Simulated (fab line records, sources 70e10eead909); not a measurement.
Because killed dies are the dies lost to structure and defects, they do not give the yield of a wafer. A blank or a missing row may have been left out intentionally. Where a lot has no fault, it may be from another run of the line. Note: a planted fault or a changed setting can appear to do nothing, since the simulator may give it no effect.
Which tool did it? :: flow nand_harc :: 11 lots, 33 wafers sampled, at 4 steps of a route of 1302

## WHAT THE GAUGES READ, wafer by wafer
NHARC_P_M1_THK_MEAS_24: measures by xrf.
lot: L525
measured: day 6 17:34
on: film_metro-01
thk_nm (nm): 159.0 159.3 159.1

lot: L526
measured: day 6 19:55
on: film_metro-01
thk_nm (nm): 158.4 159.7 161.3

lot: L528
measured: day 7 12:26
on: film_metro-02
thk_nm (nm): 158.3 157.0 156.3

lot: L531
measured: day 8 22:04
on: film_metro-01
thk_nm (nm): 158.3 158.3 157.7

lot: L532
measured: day 9 04:45
on: film_metro-02
thk_nm (nm): 158.0 158.5 158.9

lot: L540
measured: day 12 21:23
on: film_metro-01
thk_nm (nm): 156.7 159.1 157.1

lot: L544
measured: day 14 06:22
on: film_metro-01
thk_nm (nm): 156.8 156.5 156.8

lot: L545
measured: day 14 14:37
on: film_metro-02
thk_nm (nm): 159.1 157.3 158.5

lot: L546
measured: day 14 23:34
on: film_metro-02
thk_nm (nm): 156.7 157.2 156.5

lot: L547
measured: day 15 10:01
on: film_metro-01
thk_nm (nm): 159.5 157.5 158.9

lot: L548
measured: day 15 23:59
on: film_metro-02
thk_nm (nm): 159.1 156.3 156.3

## WHAT TOOL EACH LOT RAN ON (gives the tool, then ch and the chambers of the sampled wafers, and finally the start)
lot: L525
NHARC_P_M1_STRIP_18: rie_diel-07 ch 0,2, day 6 15:27
NHARC_P_M1_ETCH_28: rie_diel-07 ch 0,2,3, day 6 15:46
NHARC_P_M1_DEGAS_29: pvd_sputter-01, day 6 16:11

lot: L526
NHARC_P_M1_STRIP_18: rie_diel-05 ch 1,2,3, day 6 17:56
NHARC_P_M1_ETCH_28: rie_diel-05 ch 1,2,3, day 6 18:08
NHARC_P_M1_DEGAS_29: pvd_sputter-02, day 6 18:31

lot: L528
NHARC_P_M1_STRIP_18: rie_diel-10 ch 0,2,3, day 7 10:24
NHARC_P_M1_ETCH_28: rie_diel-10 ch 0,2,3, day 7 10:39
NHARC_P_M1_DEGAS_29: pvd_sputter-01, day 7 11:02

lot: L531
NHARC_P_M1_STRIP_18: rie_diel-07 ch 0,1,2, day 8 20:01
NHARC_P_M1_ETCH_28: rie_diel-07 ch 0,1,3, day 8 20:15
NHARC_P_M1_DEGAS_29: pvd_sputter-03, day 8 20:40

lot: L532
NHARC_P_M1_STRIP_18: rie_diel-07 ch 0,2,3, day 9 02:46
NHARC_P_M1_ETCH_28: rie_diel-07 ch 0,1,3, day 9 02:58
NHARC_P_M1_DEGAS_29: pvd_sputter-01, day 9 03:22

lot: L540
NHARC_P_M1_STRIP_18: rie_diel-07 ch 1,2, day 12 19:21
NHARC_P_M1_ETCH_28: rie_diel-07 ch 2,3, day 12 19:35
NHARC_P_M1_DEGAS_29: pvd_sputter-01, day 12 20:00

lot: L544
NHARC_P_M1_STRIP_18: rie_diel-10 ch 1,3, day 14 04:20
NHARC_P_M1_ETCH_28: rie_diel-10 ch 1,3, day 14 04:34
NHARC_P_M1_DEGAS_29: pvd_sputter-01, day 14 04:58

lot: L545
NHARC_P_M1_STRIP_18: rie_diel-07 ch 0,1,2, day 14 12:33
NHARC_P_M1_ETCH_28: rie_diel-07 ch 0,1, day 14 12:48
NHARC_P_M1_DEGAS_29: pvd_sputter-01, day 14 13:13

lot: L546
NHARC_P_M1_STRIP_18: rie_diel-10 ch 0,1,2, day 14 21:32
NHARC_P_M1_ETCH_28: rie_diel-10 ch 0,1,3, day 14 21:46
NHARC_P_M1_DEGAS_29: pvd_sputter-01, day 14 22:10

lot: L547
NHARC_P_M1_STRIP_18: rie_diel-10 ch 1,3, day 15 08:01
NHARC_P_M1_ETCH_28: rie_diel-10 ch 1,2,3, day 15 08:14
NHARC_P_M1_DEGAS_29: pvd_sputter-02, day 15 08:38

lot: L548
NHARC_P_M1_STRIP_18: rie_diel-05 ch 0,2,3, day 15 21:55
NHARC_P_M1_ETCH_28: rie_diel-05 ch 0,3, day 15 22:11
NHARC_P_M1_DEGAS_29: pvd_sputter-01, day 15 22:36
- NHARC_P_M1_STRIP_18: strips in N2/H2.
- NHARC_P_M1_ETCH_28: etches the open film in CF4/N2, target depth 30 nm, time 72.99 s.
- NHARC_P_M1_DEGAS_29: time 60 s.

## THE ANSWER, worked out from the rows above alone
Rule: the lots themselves supply what counts as usual. The widest of any qualifying gaps counts: lots, ordered by their means at a reading, are off when they make up no more than a third of the lots, leave a main group of 4 or more, and stand apart from it by 3 or more times the standard deviation of that group's means. Not used: any main group whose means are identical at the precision the tables above print for the reading. Also off: a lot with no number at a reading for which 4 or more lots have one. The other lots that the step has rows for count as sound.
Across all readings shown, no lot is off: no conclusion can be drawn from this.

## WHAT WAS PUT IN BY THE SIMULATOR
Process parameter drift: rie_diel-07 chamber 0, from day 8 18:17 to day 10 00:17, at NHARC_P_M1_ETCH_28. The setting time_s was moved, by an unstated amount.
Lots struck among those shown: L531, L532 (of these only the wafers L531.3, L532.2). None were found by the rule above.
